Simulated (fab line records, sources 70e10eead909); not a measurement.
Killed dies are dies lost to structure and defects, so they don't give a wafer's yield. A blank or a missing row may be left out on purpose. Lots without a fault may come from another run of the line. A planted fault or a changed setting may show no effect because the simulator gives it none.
Chamber matching | flow nand_harc | NHARC_P_M1_DESCUM_14 on rie_diel-09: 4 sister chambers
The step chemistry O2, time 3 s. 22 wafers are shown with their chamber, then 11 later ones without.

WAFERS WITH THEIR CHAMBER
wafer  | chamber | showerhead_plenum_p_Torr (Torr) | drypump_motor_current_A (A) | rf_vpp_V (V)
L082.1 | 0       | 2.06                            | 5.95                        | 58.0
L082.2 | 3       | 1.89                            | 6.12                        | 58.4
L082.4 | 2       | 1.96                            | 5.77                        | 57.9
L085.1 | 0       | 2.06                            | 5.97                        | 58.7
L085.5 | 1       | 1.97                            | 5.86                        | 58.6
L085.6 | 0       | 2.06                            | 5.96                        | 57.9
L086.1 | 3       | 1.89                            | 6.06                        | 57.5
L086.2 | 1       | 1.97                            | 5.88                        | 58.0
L086.4 | 2       | 1.96                            | 5.82                        | 59.0
L087.2 | 3       | 1.89                            | 6.14                        | 56.3
L087.4 | 2       | 1.96                            | 5.82                        | 56.9
L087.6 | 3       | 1.89                            | 6.15                        | 57.5
L090.1 | 3       | 1.89                            | 6.11                        | 58.0
L090.4 | 2       | 1.96                            | 5.79                        | 58.4
L090.6 | 0       | 2.06                            | 5.96                        | 57.9
L091.3 | 3       | 1.89                            | 6.13                        | 58.1
L091.5 | 1       | 1.96                            | 5.87                        | 57.0
L091.6 | 2       | 1.96                            | 5.83                        | 57.0
L092.1 | 0       | 2.06                            | 5.93                        | 58.5
L092.5 | 3       | 1.89                            | 6.17                        | 57.6
L092.6 | 2       | 1.96                            | 5.78                        | 57.1
L093.2 | 3       | 1.89                            | 6.09                        | 56.7

SIGNATURES (means of the wafers above)
reading                  | chamber 0 | chamber 1 | chamber 2 | chamber 3 | scatter within a chamber
showerhead_plenum_p_Torr | 2.0600    | 1.9667    | 1.9600    | 1.8900    | 0.00192
drypump_motor_current_A  | 5.9540    | 5.8700    | 5.8017    | 6.1212    | 0.0266
rf_vpp_V                 | 58.200    | 57.867    | 57.717    | 57.513    | 0.71
Rule: a wafer's distance from a chamber is the root of the sum, over the readings, of the square of ((its reading less the chamber's mean) divided by the reading's scatter). The wafer belongs to the nearest chamber; if the next one is less than 2 further off, it can't be placed. The scatter: the root of (the sum of the squares of (reading less its chamber's mean) over the shown wafers, divided by (wafers less chambers)).

WAFERS WITHOUT THEIR CHAMBER
wafer  | showerhead_plenum_p_Torr (Torr) | drypump_motor_current_A (A) | rf_vpp_V (V)
L093.3 | 1.96                            | 5.88                        | 58.2
L093.6 | 1.89                            | 6.10                        | 57.9
L095.2 | 2.05                            | 5.97                        | 59.0
L095.3 | 1.96                            | 5.88                        | 57.1
L095.6 | 1.89                            | 6.12                        | 58.3
L096.1 | 1.89                            | 6.11                        | 58.6
L096.3 | 1.96                            | 5.79                        | 58.4
L096.6 | 1.96                            | 5.78                        | 57.3
L097.2 | 1.89                            | 6.12                        | 57.4
L097.5 | 1.89                            | 6.09                        | 57.5
L097.6 | 1.96                            | 5.80                        | 57.3

WHICH CHAMBER EACH WENT THROUGH
wafer  | from the rows above     | in truth
L093.3 | can't be placed: 2 or 1 | 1
L093.6 | 3                       | 3
L095.2 | 0                       | 0
L095.3 | can't be placed: 2 or 1 | 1
L095.6 | 3                       | 3
L096.1 | 3                       | 3
L096.3 | 2                       | 2
L096.6 | 2                       | 2
L097.2 | 3                       | 3
L097.5 | 3                       | 3
L097.6 | 2                       | 2
Placed correctly: 9 of 11. Can't be placed from these rows: 2 (the true chamber is among the candidates in 2). Placed wrongly: 0.
